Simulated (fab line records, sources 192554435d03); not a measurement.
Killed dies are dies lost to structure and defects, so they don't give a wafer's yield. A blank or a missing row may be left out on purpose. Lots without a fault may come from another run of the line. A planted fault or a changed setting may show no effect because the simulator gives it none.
Chamber matching | flow n5_finfet | N5_BEOL_M0_CUTY_DESCUM_61 on rie_diel-04: 4 sister chambers
The step chemistry O2, time 7.9 s. 8 wafers are shown with their chamber, then 8 later ones without.

WAFERS WITH THEIR CHAMBER
wafer  | chamber | throttle_valve_pct (%) | drypump_motor_current_A (A)
L088.5 | 0       | 20.39                  | 5.5
L090.1 | 2       | 20.55                  | 5.8
L090.2 | 1       | 20.38                  | 6.1
L090.3 | 3       | 20.73                  | 5.7
L091.2 | 2       | 20.54                  | 5.9
L091.4 | 3       | 20.76                  | 5.6
L091.5 | 1       | 20.36                  | 6.1
L092.1 | 0       | 20.40                  | 5.5

WAFERS WITHOUT THEIR CHAMBER
wafer  | throttle_valve_pct (%) | drypump_motor_current_A (A)
L092.4 | 20.38                  | 6.1
L092.6 | 20.56                  | 5.9
L093.1 | 20.76                  | 5.7
L093.3 | 20.37                  | 6.1
L093.5 | 20.42                  | 5.5
L097.2 | 20.41                  | 6.1
L097.3 | 20.42                  | 5.5
L097.6 | 20.76                  | 5.6

WHICH CHAMBER EACH WENT THROUGH
wafer  | from the rows above | in truth
L092.4 | 1                   | 1
L092.6 | 2                   | 2
L093.1 | 3                   | 3
L093.3 | 1                   | 1
L093.5 | 0                   | 0
L097.2 | 1                   | 1
L097.3 | 0                   | 0
L097.6 | 3                   | 3
Placed correctly: 8 of 8. Can't be placed from these rows: 0. Placed wrongly: 0.
How it was worked out, from the rows above alone: a wafer's distance from a chamber is the root of the sum, over the readings, of the square of ((its reading less the chamber's mean) divided by the reading's scatter). The wafer belongs to the nearest chamber; if the next one is less than 2 further off, it can't be placed. A chamber's mean is the mean of its shown wafers. The scatter: the root of (the sum of the squares of (reading less its chamber's mean) over the shown wafers, divided by (wafers less chambers)).
